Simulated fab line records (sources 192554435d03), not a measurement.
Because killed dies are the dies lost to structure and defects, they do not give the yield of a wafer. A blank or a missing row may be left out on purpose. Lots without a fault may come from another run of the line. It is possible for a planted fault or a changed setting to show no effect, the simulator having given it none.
fab line records	flow n5Finfet
record: lots: 4	wafers: 12	lastDay: 17
route steps=1938 shown BEOL_M4@1099 BEOL_M5@1112 PASSIVATION@1936
lots that met no fault: from a run of the same line without faults
startH: start of the lot's first displayed wafer, in hours after the record's first day	waitH: hours elapsed since this lot's preceding step	" the same as in the row above	L1.1+2: a single row standing in for several wafers	- no value, or no start was given	* or withheld: withheld	< > ~ a bound
route shown NAME@n: NAME is a module with steps in the file, n the number in the route of the first one	usual: mean/standard deviation taken from wafers without a fault	same: alike in all rows	chamber/n: place in a boat	sites: readings site by site	_std_site: the standard deviation of these	_edge_site: mean of outer sites minus mean of inner sites	radiusMm: how far each site lies from the wafer's centre	mask NAME#n: copy n	behind: the tool/chamber that last shaped the wafer	hold: the reason the lot was held/the length of the hold in hours/how it ended	device: the n, p or np transistor that did not switch	end of line: tests run on the same wafers once the route is complete	a step without rows: its recipe alone	killed: not the wafer's yield, but the dies lost to structure and defects at the first sort	map: per-die view of a wafer (x killed, . not killed, _ where there is no die)
set.NAME: the setting the step ran with; set.NAME@STEP: the setting that earlier step ran with	model.NAME: the simulator's own value behind a step, which no gauge read
a table for each step, a row for each wafer; lots at some steps of the route
services: a tool's chamber out of use, with start hour (startH, from the record's first day; less than 0 if before it), hours out, and reason
== steps ==
step: N5_BEOL_M4_ANNEAL_95
recipe: tempC: 400	timeS: 240	ambient: vacuum
step: N5_BEOL_M4_SPUTTER_96
recipe: material: Cu	targetThkA: 45	tempC: -20	chamberPressurePa: 0.07	powerW: withheld	timeS: 8.29
step: N5_BEOL_M4_ECD_50
recipe: material: Cu	targetThkA: 3000
step: N5_BEOL_M4_ANNEAL_51
recipe: tempC: 225	timeS: 90	ambient: N2
step: N5_BEOL_M4_CMP_52
recipe: stopOn: SiOC	tOverpolishS: 6.8	downForcePsi: 1	platenRpm: 50	clearingPlatenDownForcePsi: 1.5	clearingPlatenRpm: 50	postCmpClean: cuAlkaline	targetThkNm: 40	clearingPlatenPadVelocityMS: 0.99484	padVelocityMS: 0.99484
step: N5_BEOL_M4_PRE_CLEAN_60
recipe: gas: NH3/H2	timeS: 15	tempC: *	rfPowerW: 300
step: N5_BEOL_M4_CO_CAP_55
recipe: material: Co	targetThkA: 20	tempC: 200	precursor: CCTBA/H2	pressureTorr: 30	timeS: 102.1
step: N5_BEOL_M4_PRE_CLEAN_56
recipe: gas: NH3	timeS: 15	tempC: withheld	rfPowerW: 300
step: N5_BEOL_M4_DEP_57
recipe: material: SiCN	targetThkA: 80	tempC: withheld	precursor: 3MS/NH3	pressureTorr: 3	rfW: 202	timeS: 14
step: N5_BEOL_M4_RC_MEAS_101
usual: DIBL_N: 36.4/1.5	DIBL_P: 36.6/1.9	IOFF_N: 0.155/0.021	IOFF_P: 0.211/0.028	ION_N: 671/8.6	ION_P: 462/5.8	SS_N: 71.5/0.5	SS_P: 73.4/0.58	VT_N: 250.1/2.4	VT_P: -250.1/3
lot.wafer	tool	chamber	startH	waitH	DIBL_N[mV/V]	DIBL_P[mV/V]	IOFF_N[nA/um]	IOFF_P[nA/um]	ION_N[uA/um]	ION_P[uA/um]	SS_N[mV/dec]	SS_P[mV/dec]	VT_N[mV]	VT_P[mV]
L720.4	prober-01	0	191.08	0.5	34.7	35.2	0.135	0.227	659	461	71.0	73.1	252.8	-248.1
L720.5	"	0	"	"	33.6	33.5	0.119	0.195	660	462	71.0	72.6	255.6	-248.2
L720.6	"	0	"	"	33.8	33.9	0.128	0.205	658	452	70.2	72.9	253.1	-251.0
L726.1	prober-02	0	236.97	0.0	35.7	34.6	0.131	0.167	664	459	71.4	73.1	253.5	-252.8
L726.2	"	0	"	"	38.2	37.7	0.178	0.220	679	461	72.4	74.3	251.5	-250.0
L726.6	"	0	"	"	37.7	38.0	0.165	0.213	689	466	72.0	73.8	251.8	-250.6
L729.2	prober-02	0	244.65	0.2	35.9	35.0	0.149	0.202	665	453	71.5	73.0	251.1	-251.5
L729.5	"	0	"	"	36.1	34.8	0.155	0.196	661	456	71.9	73.6	249.6	-249.0
L729.6	"	0	"	"	33.7	32.7	0.121	0.173	652	449	70.4	72.9	251.0	-255.1
L736.2	prober-01	0	303.97	0.2	38.0	39.2	0.164	0.232	663	458	72.0	74.1	253.2	-247.9
L736.3	"	0	"	"	38.0	39.1	0.172	0.229	680	469	71.4	73.5	248.9	-248.7
L736.5	"	0	"	"	39.2	40.8	0.197	0.266	677	465	71.9	74.4	247.6	-245.2
step: N5_BEOL_M5_ILD_DEP_00
recipe: material: SiCOH_lowk	targetThkA: 1406.4	tempC: 300	precursor: DEMS/porogen	pressureTorr: 5	rfW: 500	timeS: 25.9
step: N5_BEOL_M5_CURE_79
recipe: tempC: 385	timeS: 240	ambient: He/Ar	material: SiCOH_lowk
step: N5_BEOL_M5_PECVD_70
recipe: material: SiO2	targetThkA: 160	tempC: 400	precursor: TEOS/O2	pressureTorr: 5.5	rfW: 450	teosFlowSccm: 53.8	gas: O2	flowSccm: 3000	timeS: 18
step: N5_BEOL_M5_HM_DEP_02
recipe: material: TiN	targetThkA: 200	tempC: 25	chamberPressurePa: 0.49996
step: N5_BEOL_M5_COAT_59
recipe: resist: SOC	tempC: 250	timeS: 60	spinRpm: 1500	resistThkNm: 60
step: N5_BEOL_M5_COAT_60
recipe: resist: SiARC	tempC: 220	timeS: 60	spinRpm: 1500	resistThkNm: 12
step: N5_BEOL_M5_COAT_71
recipe: resist: underlayer	tempC: 205	timeS: 60	spinRpm: 1500	resistThkNm: 5
step: N5_BEOL_M5_COAT_05
recipe: resist: CAR-EUV	spinRpm: 1500	resistThkNm: 30
step: N5_BEOL_M5_EBR_07
recipe: solvent: PGMEA	ebrWidthMm: 1.5
step: N5_BEOL_M5_SOFTBAKE_06
recipe: tempC: 110	timeS: 60	resist: CAR-EUV
step: N5_BEOL_M5_EXPOSE_08
recipe: maskId: M5	na: 0.33	sourceShape: annular	sigmaInner: 0.4	sigmaOuter: 0.8	polarization: unpolarized	targetCdNm: 28	doseMj: 35.75
step: N5_BEOL_M5_PEB_09
recipe: pebTempC: 100	pebTimeS: 60	resist: CAR-EUV
step: N5_BEOL_M5_DEVELOP_10
recipe: developTimeS: 30	developer: TMAH	resist: CAR-EUV	rinseLiquid: surfactantRinse	dry: airSpin	devTempC: 23
step: N5_BEOL_M5_DESCUM_16
recipe: chemistry: O2	timeS: 7	sourcePowerW: 50	biasPowerW: 20	pressureMtorr: 20	rfFrequencyHz: 2.712e+07	tempC: 40	resist: CAR-EUV	o2FlowSccm: 225
step: N5_BEOL_M5_ETCH_72
recipe: chemistry: N2/H2	target: underlayer	targetDepthA: 65	maskMaterial: CAR-EUV	timeS: 5.2	ionEnergyEv: 200	pressureMtorr: 30	sourceW: 840	biasW: 150	n2FlowSccm: 200	h2FlowSccm: 200	ends: cleared
step: N5_BEOL_M5_ETCH_61
recipe: chemistry: CF4	target: SiARC	targetDepthA: 156	maskMaterial: CAR-EUV	timeS: 26	ionEnergyEv: 80	pressureMtorr: 40	sourceW: 545	biasW: 36	Ar_flow_sccm: 100	cf4FlowSccm: 100	ends: cleared
step: N5_BEOL_M5_ETCH_62
recipe: chemistry: N2/H2	target: SOC	targetDepthA: 750	overetchA: 150	maskMaterial: SiARC	tempC: 40	timeS: 112.5	ionEnergyEv: 200	pressureMtorr: 30	sourceW: 840	biasW: 150	n2FlowSccm: 200	h2FlowSccm: 200
step: N5_BEOL_M5_STRIP_63
recipe: chemistry: N2/H2	tempC: 40	n2FlowSccm: 200	h2FlowSccm: 200	rfFrequencyHz: 6e+07
step: N5_BEOL_M5_STRIP_73
recipe: chemistry: N2/H2	tempC: 40	n2FlowSccm: 200	h2FlowSccm: 200	rfFrequencyHz: 6e+07
step: N5_BEOL_M5_STRIP_64
recipe: chemistry: CF4	resist: SiARC	powerW: 300	biasPowerW: 75	pressureMtorr: 50	cf4FlowSccm: 150	rfFrequencyHz: 6e+07
step: N5_BEOL_M5_HM_OPEN_17
recipe: chemistry: Cl2/BCl3	targetDepthA: 200	overetchA: 60	target: TiN	maskMaterial: SOC	ionEnergyEv: 150	pressureMtorr: 10	icpW: 1000	biasW: 126	Cl2_flow_sccm: 53.25	bcl3FlowSccm: 21.75	Ar_flow_sccm: 25
step: N5_BEOL_M5_STRIP_19
recipe: chemistry: O2	powerW: 400	tempC: 40	pressureMtorr: 30	rfFrequencyHz: 6e+07	biasPowerW: 0	overashFraction: 0.2	o2FlowSccm: 225
step: N5_BEOL_M5_COAT_65
recipe: resist: SOC	tempC: 250	timeS: 60	spinRpm: 1500	resistThkNm: 60
step: N5_BEOL_M5_COAT_66
recipe: resist: SiARC	tempC: 220	timeS: 60	spinRpm: 1500	resistThkNm: 12
step: N5_BEOL_M5_ETCH_68
recipe: chemistry: N2/H2	target: SOC	targetDepthA: 800	overetchA: 160	maskMaterial: SiARC	tempC: 40	timeS: 120	ionEnergyEv: 200	pressureMtorr: 30	sourceW: 840	biasW: 150	n2FlowSccm: 200	h2FlowSccm: 200
usual: biasW: 150.0/0.43	chamberPressureMTorr: 30.007/0.026	drypumpMotorCurrentA: 5.5/0.48	h2FlowSccm: 200.0/0.61	n2FlowSccm: 200.0/0.63	oesProductAu: 0.59/0.063	rfVppV: 523.8/2.4	showerheadPlenumPTorr: 2.54/0.074	tempC: 39.99/0.11	throttleValvePct: 17.79/0.23
lot.wafer	tool	chamber	startH	waitH	biasW	chamberPressureMTorr	drypumpMotorCurrentA	h2FlowSccm	n2FlowSccm	oesProductAu	rfHoursCounterH	rfVppV	showerheadPlenumPTorr	tempC	throttleValvePct	model.CAR-EUV_of_BEOL_M5_COAT_22.thkNm	model.SiARC_of_BEOL_M5_COAT_66.thkNm	model.underlayer_of_BEOL_M5_COAT_74.thkNm
L720.4	rieDiel-03	0	194.06	0.0	150.1	30.018	5.6	199.1	200.4	0.62	101	524.4	2.57	40.04	17.76	0	6.6	0
L720.5	"	1	"	"	149.5	29.975	5.4	200.2	199.7	0.61	-	525.4	2.55	39.98	17.59	0	6.4	0
L720.6	"	0	"	"	149.8	30.031	5.6	200.0	201.0	0.61	-	523.9	2.57	39.85	17.76	0	6.6	0
L726.1	rieDiel-03	1	241.44	0.0	-	-	-	-	-	-	-	-	-	-	-	11.2	12	5
L726.2	"	3	"	"	-	-	-	-	-	-	-	-	-	-	-	11	12	5
L726.6	"	3	"	"	-	-	-	-	-	-	-	-	-	-	-	11.2	12	5
L729.2	rieDiel-05	3	251.05	0.0	-	-	-	-	-	-	-	-	-	-	-	11	12	5
L729.5	"	2	"	"	-	-	-	-	-	-	-	-	-	-	-	11.2	12	5
L729.6	"	1	"	"	-	-	-	-	-	-	-	-	-	-	-	11.2	12	5
L736.2	rieDiel-02	2	308.88	0.0	150.7	29.954	5.2	198.6	198.4	0.56	195	521.2	2.53	39.80	18.04	0	6.6	0
L736.3	"	3	"	"	149.9	30.005	5.8	199.1	200.0	0.55	204	526.6	2.62	39.96	17.74	0	6.4	0
L736.5	"	0	"	"	150.3	30.026	5.9	199.5	199.8	0.66	-	528.0	2.68	39.93	17.22	0	6.4	0
step: N5_BEOL_M5_VIA_ETCH_34
recipe: chemistry: C4F6/O2	target: SiCOH_lowk	targetDepthA: 883	maskMaterial: SOC	taperDeg: 4	timeS: 39.2	ionEnergyEv: 250	pressureMtorr: 30	sourceW: 345	biasW: 185	Ar_flow_sccm: 300	C4F6_flow_sccm: 10	O2_flow_sccm: 10
usual: C4F6_flow_sccm: 10.00/0.031	O2_flow_sccm: 10.003/0.027	drypumpMotorCurrentA: 5.5/0.48	oes_f_703_au: 0.78/0.083	oesProductAu: 0.78/0.087	rfVppV: 661/9.8	showerheadPlenumPTorr: 2.85/0.08	throttleValvePct: 20.88/0.2
lot.wafer	tool	chamber	startH	waitH	C4F6_flow_sccm	O2_flow_sccm	drypumpMotorCurrentA	oes_f_703_au	oesProductAu	rfHoursCounterH	rfVppV	showerheadPlenumPTorr	throttleValvePct
L720.4	rieDiel-03	0	194.16	0.0	10.04	10.011	5.5	0.81	0.80	101	654	2.85	20.69
L720.5	"	1	"	"	10.00	9.999	5.4	0.81	0.80	-	661	2.88	20.80
L720.6	"	0	"	"	9.99	9.983	5.5	0.80	0.81	-	655	2.85	20.69
L726.1	rieDiel-03	1	241.54	0.0	9.99	10.020	5.5	0.81	0.30	122	659	2.87	20.67
L726.2	"	3	"	"	10.01	10.020	5.4	0.70	0.26	213	663	2.83	20.82
L726.6	"	3	"	"	9.99	10.002	5.3	0.70	0.26	-	662	2.83	20.82
L729.2	rieDiel-05	3	251.15	0.0	10.01	10.035	5.5	0.74	0.28	187	649	2.73	20.95
L729.5	"	2	"	"	10.05	10.013	6.4	0.67	0.26	-	676	2.69	21.02
L729.6	"	1	"	"	9.96	9.970	5.0	0.71	0.26	-	659	2.92	20.66
L736.2	rieDiel-02	2	308.98	0.0	9.94	10.008	5.2	0.75	0.74	195	646	2.82	20.99
L736.3	"	3	"	"	9.93	9.991	5.7	0.72	0.72	204	680	2.94	20.95
L736.5	"	0	"	"	10.03	9.990	5.9	0.83	0.86	-	678	3.00	20.39
step: N5_PASSIVATION_PROBE_49
usual: defectLimitedYield: 91.5/1.4	killed_at_M0_to_M3: 33/10	killed_at_M4_up: 13/5	killedAtContacts: 13/5.6	killedAtFrontEnd: 38/12	killedAtOther: 3.9/2.7	killedDies: 100/16	killedOnRim: 13/4	killedOpen: 66/13	killedShort: 32/7.2	sort_bin_5_function: 5.0/0.97	sort_bin_6_memory: 3.2/0.61	sortNPass: 1080/16	sortYieldPct: 91.5/1.4
same: grossDies: 1180	killedAtBackSide: 0	sort_bin_4_leakage[%]: 0	sort_bin_8_speed[%]: 0
lot.wafer	tool	chamber	startH	waitH	defectLimitedYield[%]	killed_at_M0_to_M3	killed_at_M4_up	killedAtContacts	killedAtFrontEnd	killedAtOther	killedDies	killedOnRim	killedOpen	killedShort	sort_bin_5_function[%]	sort_bin_6_memory[%]	sortNPass	sortYieldPct[%]
L726.1	prober-02	-	336.29	0.0	0	26	1111	8	30	5	1180	152	53	29	96.7	3.1	0	0
L726.2	prober-02	-	336.34	0.1	0	29	1111	10	22	8	1180	152	46	28	97.9	2.1	0	0
L726.6	prober-02	-	336.54	0.3	0	34	1103	17	24	2	1180	152	61	23	97.5	2.3	0	0
L729.2	prober-01	-	346.72	0.1	0	31	1101	10	36	2	1180	152	70	21	96.9	3.1	0	0
L729.5	prober-01	-	346.87	0.2	0	39	1079	12	47	3	1180	152	94	23	96.3	3.6	0	0
L729.6	prober-01	-	346.92	0.3	0	42	1095	12	30	1	1180	152	62	36	96.5	2.9	0	0
killed by level:class
L726.1 BEOL_M5:areaEtch=1096 BEOL_M2:geometricParticle:open=9 BEOL_M4:geometricParticle:open=8 STI_FIN_REVEAL:geometricParticle:open=7 MOL_CONTACT_COAG:geometricParticle:open=7 SPACER0:geometricParticle:short=6 BEOL_M0_SAQP:geometricParticle:short=6 BEOL_M0_SAQP:geometricParticle:open=4
L726.2 BEOL_M5:areaEtch=1106 BEOL_M1:geometricParticle:open=8 MOL_CONTACT_COAG:geometricParticle:open=6 BEOL_M0_SAQP:geometricParticle:open=5 GATE_CUT:geometricParticle:open=4 MOL_CONTACT_COAG:geometricParticle:short=4 FIN_SAQP:geometricParticle:short=3 BEOL_M0_SAQP:geometricParticle:short=3
L726.6 BEOL_M5:areaEtch=1096 MOL_CONTACT_COAG:geometricParticle:open=14 BEOL_M0_SAQP:geometricParticle:open=8 BEOL_M2:geometricParticle:open=8 FIN_SAQP:geometricParticle:open=6 BEOL_M0_SAQP:geometricParticle:short=6 DUMMY_GATE:geometricParticle:open=4 BEOL_M3:geometricParticle:open=4
L729.2 BEOL_M5:areaEtch=1089 STI_FIN_REVEAL:geometricParticle:open=13 BEOL_M0_SAQP:geometricParticle:open=10 MOL_CONTACT_COAG:geometricParticle:open=9 DUMMY_GATE:geometricParticle:open=7 BEOL_M3:geometricParticle:open=7 BEOL_M0_SAQP:geometricParticle:short=6 BEOL_M2:geometricParticle:open=6
L729.5 BEOL_M5:areaEtch=1063 STI_FIN_REVEAL:geometricParticle:open=25 BEOL_M3:geometricParticle:open=13 MOL_CONTACT_COAG:geometricParticle:open=10 BEOL_M1:geometricParticle:open=8 BEOL_M4:geometricParticle:open=8 BEOL_M0_SAQP:geometricParticle:short=5 BEOL_M2:geometricParticle:open=5
L729.6 BEOL_M5:areaEtch=1082 BEOL_M0_SAQP:geometricParticle:open=12 BEOL_M0_SAQP:geometricParticle:short=9 MOL_CONTACT_COAG:geometricParticle:open=9 BEOL_M3:geometricParticle:open=8 STI_FIN_REVEAL:geometricParticle:open=5 BEOL_M1:geometricParticle:open=5 ILD0:geometricParticle:short=4
map L726.1 (x killed, . not)
_________________xxxxxxxxxxxx________________
______________xxxxxxxxxxxxxxxxxx_____________
___________xxxxxxxxxxxxxxxxxxxxxxxx__________
__________xxxxxxxxxxxxxxxxxxxxxxxxxx_________
________xxxxxxxxxxxxxxxxxxxxxxxxxxxxxx_______
_______xxxxxxxxxxxxxxxxxxxxxxxxxxxxxxxx______
______xxxxxxxxxxxxxxxxxxxxxxxxxxxxxxxxxx_____
_____xxxxxxxxxxxxxxxxxxxxxxxxxxxxxxxxxxxx____
____xxxxxxxxxxxxxxxxxxxxxxxxxxxxxxxxxxxxxx___
___xxxxxxxxxxxxxxxxxxxxxxxxxxxxxxxxxxxxxxxx__
___xxxxxxxxxxxxxxxxxxxxxxxxxxxxxxxxxxxxxxxx__
__xxxxxxxxxxxxxxxxxxxxxxxxxxxxxxxxxxxxxxxxxx_
__xxxxxxxxxxxxxxxxxxxxxxxxxxxxxxxxxxxxxxxxxx_
_xxxxxxxxxxxxxxxxxxxxxxxxxxxxxxxxxxxxxxxxxxxx
_xxxxxxxxxxxxxxxxxxxxxxxxxxxxxxxxxxxxxxxxxxxx
_xxxxxxxxxxxxxxxxxxxxxxxxxxxxxxxxxxxxxxxxxxxx
_xxxxxxxxxxxxxxxxxxxxxxxxxxxxxxxxxxxxxxxxxxxx
_xxxxxxxxxxxxxxxxxxxxxxxxxxxxxxxxxxxxxxxxxxxx
_xxxxxxxxxxxxxxxxxxxxxxxxxxxxxxxxxxxxxxxxxxxx
_xxxxxxxxxxxxxxxxxxxxxxxxxxxxxxxxxxxxxxxxxxxx
_xxxxxxxxxxxxxxxxxxxxxxxxxxxxxxxxxxxxxxxxxxxx
__xxxxxxxxxxxxxxxxxxxxxxxxxxxxxxxxxxxxxxxxxx_
__xxxxxxxxxxxxxxxxxxxxxxxxxxxxxxxxxxxxxxxxxx_
___xxxxxxxxxxxxxxxxxxxxxxxxxxxxxxxxxxxxxxxx__
___xxxxxxxxxxxxxxxxxxxxxxxxxxxxxxxxxxxxxxxx__
____xxxxxxxxxxxxxxxxxxxxxxxxxxxxxxxxxxxxxx___
_____xxxxxxxxxxxxxxxxxxxxxxxxxxxxxxxxxxxx____
______xxxxxxxxxxxxxxxxxxxxxxxxxxxxxxxxxx_____
_______xxxxxxxxxxxxxxxxxxxxxxxxxxxxxxxx______
________xxxxxxxxxxxxxxxxxxxxxxxxxxxxxx_______
__________xxxxxxxxxxxxxxxxxxxxxxxxxx_________
___________xxxxxxxxxxxxxxxxxxxxxxxx__________
______________xxxxxxxxxxxxxxxxxx_____________
_________________xxxxxxxxxxxx________________
map L729.2 (x killed, . not)
_________________xxxxxxxxxxxx________________
______________xxxxxxxxxxxxxxxxxx_____________
___________xxxxxxxxxxxxxxxxxxxxxxxx__________
__________xxxxxxxxxxxxxxxxxxxxxxxxxx_________
________xxxxxxxxxxxxxxxxxxxxxxxxxxxxxx_______
_______xxxxxxxxxxxxxxxxxxxxxxxxxxxxxxxx______
______xxxxxxxxxxxxxxxxxxxxxxxxxxxxxxxxxx_____
_____xxxxxxxxxxxxxxxxxxxxxxxxxxxxxxxxxxxx____
____xxxxxxxxxxxxxxxxxxxxxxxxxxxxxxxxxxxxxx___
___xxxxxxxxxxxxxxxxxxxxxxxxxxxxxxxxxxxxxxxx__
___xxxxxxxxxxxxxxxxxxxxxxxxxxxxxxxxxxxxxxxx__
__xxxxxxxxxxxxxxxxxxxxxxxxxxxxxxxxxxxxxxxxxx_
__xxxxxxxxxxxxxxxxxxxxxxxxxxxxxxxxxxxxxxxxxx_
_xxxxxxxxxxxxxxxxxxxxxxxxxxxxxxxxxxxxxxxxxxxx
_xxxxxxxxxxxxxxxxxxxxxxxxxxxxxxxxxxxxxxxxxxxx
_xxxxxxxxxxxxxxxxxxxxxxxxxxxxxxxxxxxxxxxxxxxx
_xxxxxxxxxxxxxxxxxxxxxxxxxxxxxxxxxxxxxxxxxxxx
_xxxxxxxxxxxxxxxxxxxxxxxxxxxxxxxxxxxxxxxxxxxx
_xxxxxxxxxxxxxxxxxxxxxxxxxxxxxxxxxxxxxxxxxxxx
_xxxxxxxxxxxxxxxxxxxxxxxxxxxxxxxxxxxxxxxxxxxx
_xxxxxxxxxxxxxxxxxxxxxxxxxxxxxxxxxxxxxxxxxxxx
__xxxxxxxxxxxxxxxxxxxxxxxxxxxxxxxxxxxxxxxxxx_
__xxxxxxxxxxxxxxxxxxxxxxxxxxxxxxxxxxxxxxxxxx_
___xxxxxxxxxxxxxxxxxxxxxxxxxxxxxxxxxxxxxxxx__
___xxxxxxxxxxxxxxxxxxxxxxxxxxxxxxxxxxxxxxxx__
____xxxxxxxxxxxxxxxxxxxxxxxxxxxxxxxxxxxxxx___
_____xxxxxxxxxxxxxxxxxxxxxxxxxxxxxxxxxxxx____
______xxxxxxxxxxxxxxxxxxxxxxxxxxxxxxxxxx_____
_______xxxxxxxxxxxxxxxxxxxxxxxxxxxxxxxx______
________xxxxxxxxxxxxxxxxxxxxxxxxxxxxxx_______
__________xxxxxxxxxxxxxxxxxxxxxxxxxx_________
___________xxxxxxxxxxxxxxxxxxxxxxxx__________
______________xxxxxxxxxxxxxxxxxx_____________
_________________xxxxxxxxxxxx________________
== services ==
tool	chamber	startH	hours	kind
rieDiel-05	0	215.24	3.8	repair
rieDiel-05	0	241.21	-	clean
rieDiel-05	0	241.21	-	consumableReplace:focusRing
rieDiel-05	0	241.21	16.2	scheduledDown
rieDiel-05	0	241.21	16.2	ventCycle
rieDiel-02	-	243.38	28.1	pm
rieDiel-05	-	253.86	0.2	repair
rieDiel-05	2	270.57	-	clean
rieDiel-05	2	270.57	-	consumableReplace:focusRing
rieDiel-05	2	270.57	-	consumableReplace:showerhead
rieDiel-05	2	270.57	31.4	scheduledDown
rieDiel-05	2	270.57	31.4	ventCycle
rieDiel-02	3	290.29	7.6	repair
rieDiel-02	1	297.44	11.5	repair
== key ==
firstSign: step: N5_BEOL_M5_ETCH_68	reading: toolRecord	direction: missing
effect: step: N5_BEOL_M5_VIA_ETCH_34	reading: oesProductAu	direction: down	sigmas: 5.8	usual: 0.78	struck: 0.27
effect: step: N5_PASSIVATION_PROBE_49	reading: killed_at_M4_up	direction: up	sigmas: 99+	usual: 13	struck: 1100
modelEffect: step: N5_BEOL_M5_ETCH_68	value: CAR-EUV_of_BEOL_M5_COAT_22.thkNm	without: 0	struck: 11.13
moreKillsBornAt: N5_BEOL_M5_ETCH_68@rieDiel-03: 3298	N5_BEOL_M5_ETCH_68@rieDiel-05: 3234
metAt N5_BEOL_M5_ETCH_68
struckWafers L726.1,L726.2,L726.6,L729.2,L729.5,L729.6
laterRowsLeftOut L726.1,L726.2,L726.6,L729.2,L729.5,L729.6
onsetBetween 194.06 241.44
fault: kind: skippedStepWhole	tool: rieDiel-03,rieDiel-05	chamber: -	onsetH: 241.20	steps: N5_BEOL_M5_ETCH_68	scope: struckLotsOnly
laterRowsLeftOut: the simulator's readings of these wafers behind a module that went badly wrong aren't trusted and aren't shown, but for the sort
